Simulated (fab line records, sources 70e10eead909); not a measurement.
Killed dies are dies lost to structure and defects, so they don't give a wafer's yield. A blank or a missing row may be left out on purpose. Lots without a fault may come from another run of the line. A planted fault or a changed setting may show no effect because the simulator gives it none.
fab line records | flow nand_harc | part 2 of 2: steps 18 to 32 of 32
record lots=5 wafers=15 last_day=21
route steps=1159 shown P_GATE@140
lots that met no fault: from a run of the same line without faults
start_h: hours from the record's first day to the start of the lot's first wafer shown | wait_h: hours since the lot's step before | " the same as in the row above | L1.1+2: a row that stands for several wafers | - no value, or no start given | * or withheld: withheld | < > ~ a bound
route shown NAME@n: a module of which the file shows steps, and the number in the route of the first | usual: mean/standard deviation of fault-free wafers | same: alike in all rows | chamber/n: place in a boat | sites: the reading at each site | _std_site: their standard deviation | _edge_site: outer sites' mean less inner sites' | radius_mm: how far each site lies from the wafer's centre | mask NAME#n: copy n | behind: the tool/chamber that last shaped the wafer | hold: why the lot was held/for how many hours/how that ended | device: the transistor (n, p or np) that didn't switch | end of line: the same wafers' tests at the end of the route | a step without rows: its recipe alone | killed: dies lost to structure and defects at the first sort, not the wafer's yield | map: a wafer's dies, x killed, . not, _ none there
set.NAME: the setting as run; set.NAME@STEP: as run at that earlier step | model.NAME: the simulator's own value behind a step, which no gauge read
lots at some steps of the route; a table a step, a row a wafer
services: from which hour (start_h, from the record's first day; less than 0 if before it) a tool's chamber was out of use, for how many hours, and why
## steps
# step NHARC_P_GATE_STRIP_101
# recipe time_s=20 o2_flow_sccm=500 ar_flow_sccm=0 bias_w=0 chemistry=O2
# usual drypump_motor_current_A=5.77/0.27 mfc_ar_sccm=0.006/0.0089 o2_flow_sccm=500.0/1.5 oes_product_au=1.002/0.007 rf_vpp_V=57.9/0.9 showerhead_plenum_p_Torr=3.57/0.15 throttle_valve_pct=17.037/0.0084
# columns lot.wafer tool chamber start_h wait_h drypump_motor_current_A mfc_ar_sccm o2_flow_sccm oes_product_au rf_hours_counter_h rf_vpp_V showerhead_plenum_p_Torr throttle_valve_pct
L074.3 rie_diel-07 0 97.55 0.1 5.71 0.022 499.0 1.004 12 59.8 3.70 17.044
L074.2 " 2 " " 5.63 0.005 497.7 0.994 14 58.9 3.66 17.036
L074.5 " 0 " " 5.70 0.022 499.4 0.999 - 58.5 3.70 17.028
L076.2 rie_diel-02 1 116.80 0.1 5.51 0.023 499.2 0.994 45 55.9 3.39 17.030
L076.3 " 0 " " 5.86 0 500.6 0.997 47 57.1 3.44 17.045
L076.5 " 1 " " 5.47 0.023 500.7 0.992 - 57.9 3.39 17.034
L080.1 rie_diel-07 2 140.26 0.3 5.64 0.005 500.8 1.009 31 59.3 3.65 17.032
L080.2 " 0 " " 5.70 0.022 497.9 1.001 29 59.2 3.69 17.027
L080.6 " 0 " " 5.71 0.022 498.7 1.003 - 57.4 3.69 17.033
L084.4 rie_diel-01 0 156.10 0.1 6.17 0.016 501.0 1.007 2 57.9 3.62 17.030
L084.2 " 1 " " 5.94 0 501.9 1.012 2 59.1 3.70 17.041
L084.1 " 2 " " 5.72 0 498.3 1.001 2 58.3 3.71 17.053
L086.3 rie_diel-01 0 179.55 0.1 6.18 0.016 500.8 1.016 8 57.4 3.61 17.032
L086.6 " 0 " " 6.18 0.016 500.6 1.007 - 57.9 3.61 17.049
L086.5 " 1 " " 5.93 0 500.1 0.996 - 57.9 3.69 17.041
# step NHARC_P_GATE_PRECLEAN_97
# recipe time_s=600 temp_c=120 chemistry=SPM
# columns lot.wafer tool chamber start_h wait_h
L074.5+3+2 wet_bench-09 1,2,3 97.66 -
L076.5+3+2 wet_bench-04 5,6,0 116.91 -
L080.2+6+1 wet_bench-09 2,3,5 140.38 -
L084.2+4+1 wet_bench-06 6,0,2 156.20 -
L086.6+3+5 wet_bench-09 0,4,5 179.65 -
# step NHARC_P_GATE_SRD_98
# columns lot.wafer tool chamber start_h wait_h
L074.5+3+2 wet_bench-09 1,2,3 - -
L076.5+3+2 wet_bench-04 5,6,0 - -
L080.2+6+1 wet_bench-09 2,3,5 - -
L084.2+4+1 wet_bench-06 6,0,2 - -
L086.6+3+5 wet_bench-09 0,4,5 - -
# step NHARC_P_GATE_PRECLEAN_99
# recipe time_s=* temp_c=50 bath_age_min=0 chemistry=SC1
# usual h2o2_flow_mL_min=56.61/0.17
# columns lot.wafer tool chamber start_h wait_h h2o2_flow_mL_min
L074.5 wet_bench-09 1 - - 56.65
L074.3 " 2 " " 56.60
L074.2 " 3 " " 56.44
L076.5 wet_bench-04 5 - - 56.70
L076.3 " 6 " " 56.31
L076.2 " 0 " " 56.58
L080.2 wet_bench-09 2 - - 56.66
L080.6 " 3 " " 56.63
L080.1 " 5 " " 56.37
L084.2 wet_bench-06 6 - - 56.59
L084.4 " 0 " " 56.84
L084.1 " 2 " " 56.42
L086.6 wet_bench-09 0 - - 56.69
L086.3 " 4 " " 56.68
L086.5 " 5 " " 56.73
# step NHARC_P_GATE_SRD_100
# columns lot.wafer tool chamber start_h wait_h
L074.5+3+2 wet_bench-09 1,2,3 - -
L076.5+3+2 wet_bench-04 5,6,0 - -
L080.2+6+1 wet_bench-09 2,3,5 - -
L084.2+4+1 wet_bench-06 6,0,2 - -
L086.6+3+5 wet_bench-09 0,4,5 - -
# step NHARC_P_GATE_DEHYDRATE_38
# recipe temp_c=150 time_s=120
# usual heater_power_total_W=182.5/1.2
# columns lot.wafer tool chamber start_h wait_h heater_power_total_W
L074.2 litho_track-07 0 98.04 - 184.7
L074.3 " 0 " " 182.8
L074.5 " 0 " " 181.1
L076.2 litho_track-05 0 117.31 - 181.4
L076.3 " 0 " " 181.1
L076.5 " 0 " " 183.1
L080.1 litho_track-07 0 140.77 - 182.5
L080.2 " 0 " " 182.5
L080.6 " 0 " " 183.3
L084.1 litho_track-05 0 156.60 - 183.4
L084.2 " 0 " " 184.3
L084.4 " 0 " " 183.1
L086.3 litho_track-03 0 180.05 - 181.2
L086.5 " 0 " " 183.0
L086.6 " 0 " " 180.8
# step NHARC_P_GATE_HMDS_39
# recipe time_s=30
# columns lot.wafer tool chamber start_h wait_h
L074.2+3+5 litho_track-07 0 - -
L076.2+3+5 litho_track-05 0 - -
L080.1+2+6 litho_track-07 0 - -
L084.1+2+4 litho_track-05 0 - -
L086.3+5+6 litho_track-03 0 - -
# step NHARC_P_GATE_COAT_40
# recipe spin_rpm=3000
# columns lot.wafer tool chamber start_h wait_h
L074.2+3+5 litho_track-07 0 - -
L076.2+3+5 litho_track-05 0 - -
L080.1+2+6 litho_track-07 0 - -
L084.1+2+4 litho_track-05 0 - -
L086.3+5+6 litho_track-03 0 - -
# step NHARC_P_GATE_SOFTBAKE_41
# recipe temp_c=122 time_s=95
# usual heater_power_total_W=160.1/0.46
# columns lot.wafer tool chamber start_h wait_h heater_power_total_W
L074.2 litho_track-07 0 - - 159.1
L074.3 " 0 " " 160.0
L074.5 " 0 " " 159.8
L076.2 litho_track-05 0 - - 160.1
L076.3 " 0 " " 160.6
L076.5 " 0 " " 160.1
L080.1 litho_track-07 0 - - 160.8
L080.2 " 0 " " 160.1
L080.6 " 0 " " 160.6
L084.1 litho_track-05 0 - - 160.3
L084.2 " 0 " " 160.3
L084.4 " 0 " " 160.1
L086.3 litho_track-03 0 - - 159.9
L086.5 " 0 " " 160.6
L086.6 " 0 " " 160.5
# step NHARC_P_GATE_EBR_42
# columns lot.wafer tool chamber start_h wait_h
L074.2+3+5 litho_track-07 0 - -
L076.2+3+5 litho_track-05 0 - -
L080.1+2+6 litho_track-07 0 - -
L084.1+2+4 litho_track-05 0 - -
L086.3+5+6 litho_track-03 0 - -
# step NHARC_P_GATE_EXPOSE_43
# recipe na=0.6 target_cd_nm=720 dose_mj=14.81 mask_id=P_NSD
# columns lot.wafer tool chamber start_h wait_h mask
L074.2+3+5 krf_scanner-04 0 98.32 - P_NSD#0
L076.2+3+5 krf_scanner-01 0 117.59 - P_NSD#0
L080.1+2+6 krf_scanner-04 0 141.04 - P_NSD#0
L084.1+2+4 krf_scanner-02 0 156.74 - P_NSD#0
L086.3+5+6 krf_scanner-02 0 180.39 - P_NSD#0
# step NHARC_P_GATE_PEB_44
# recipe peb_temp_c=118 peb_time_s=85
# usual heater_power_total_W=164.00/0.24
# columns lot.wafer tool chamber start_h wait_h heater_power_total_W
L074.2 litho_track-05 0 98.38 0.1 163.75
L074.3 " 0 " " 164.04
L074.5 " 0 " " 163.76
L076.2 litho_track-03 0 117.65 0.1 163.74
L076.3 " 0 " " 163.79
L076.5 " 0 " " 164.13
L080.1 litho_track-05 0 141.11 0.1 164.05
L080.2 " 0 " " 164.23
L080.6 " 0 " " 164.40
L084.1 litho_track-07 0 156.81 0.1 163.76
L084.2 " 0 " " 163.72
L084.4 " 0 " " 164.14
L086.3 litho_track-05 0 180.45 0.1 164.03
L086.5 " 0 " " 163.72
L086.6 " 0 " " 164.02
# step NHARC_P_GATE_DEVELOP_45
# recipe time_s=70
# columns lot.wafer tool chamber start_h wait_h
L074.2+3+5 litho_track-05 0 - -
L076.2+3+5 litho_track-03 0 - -
L080.1+2+6 litho_track-05 0 - -
L084.1+2+4 litho_track-07 0 - -
L086.3+5+6 litho_track-05 0 - -
# step NHARC_P_GATE_CD_MEAS_46
# recipe target_cd_nm=720 landing_energy_ev=500
# usual cd_nm=720.2/1.2
# columns lot.wafer tool chamber start_h wait_h cd_nm
L074.2 cd_sem-03 0 98.47 - 720.9
L074.3 " 0 " " 720.7
L074.5 " 0 " " 721.5
L076.2 cd_sem-01 0 117.74 - 720.1
L076.3 " 0 " " 720.1
L076.5 " 0 " " 721.1
L080.1 cd_sem-02 0 141.20 - 720.3
L080.2 " 0 " " 719.7
L080.6 " 0 " " 720.3
L084.1 cd_sem-03 0 156.91 - 719.8
L084.2 " 0 " " 721.0
L084.4 " 0 " " 719.1
L086.3 cd_sem-02 0 180.54 - 719.9
L086.5 " 0 " " 720.5
L086.6 " 0 " " 721.4
# step NHARC_P_GATE_HARDBAKE_47
# recipe temp_c=125 time_s=80
# usual heater_power_total_W=184.0/0.74
# columns lot.wafer tool chamber start_h wait_h heater_power_total_W
L074.2 litho_track-05 0 98.55 - 183.5
L074.3 " 0 " " 182.8
L074.5 " 0 " " 184.4
L076.2 litho_track-03 0 117.82 - 184.8
L076.3 " 0 " " 183.5
L076.5 " 0 " " 184.6
L080.1 litho_track-07 0 141.28 - 183.4
L080.2 " 0 " " 183.8
L080.6 " 0 " " 183.3
L084.1 litho_track-07 0 156.99 - 183.9
L084.2 " 0 " " 183.7
L084.4 " 0 " " 184.1
L086.3 litho_track-03 0 180.62 - 183.0
L086.5 " 0 " " 184.9
L086.6 " 0 " " 183.2
## services
# columns tool chamber start_h hours kind
krf_scanner-02 - 73.58 3.3 repair
krf_scanner-01 - 84.00 4.0 pm
krf_scanner-04 - 89.20 0.4 repair
litho_track-01 - 93.00 7.0 pm
rie_si-04 - 99.00 9.0 pm
krf_scanner-04 - 102.03 1.9 repair
ald_sin-03 - 102.06 10.0 pm
wet_bench-09 - 112.80 8.0 pm
rie_diel-02 3 117.22 18.1 repair
krf_scanner-04 - 120.59 0.6 repair
wet_bench-09 0 120.80 - consumable_replace:bath
wet_bench-09 0 120.80 - consumable_replace:filter
wet_bench-09 1 120.80 - consumable_replace:bath
wet_bench-09 1 120.80 - consumable_replace:filter
krf_scanner-04 - 126.00 4.0 pm
rie_diel-07 1 129.31 103.2 repair
wet_bench-06 - 132.00 8.0 pm
rie_diel-01 - 137.80 9.0 pm
litho_track-04 - 141.00 7.0 pm
rie_diel-02 - 150.83 9.0 pm
krf_scanner-01 - 154.67 3.5 repair
wet_bench-04 - 163.20 8.0 pm
rie_si-04 1 175.31 6.6 repair
rie_si-05 3 176.09 2.0 repair
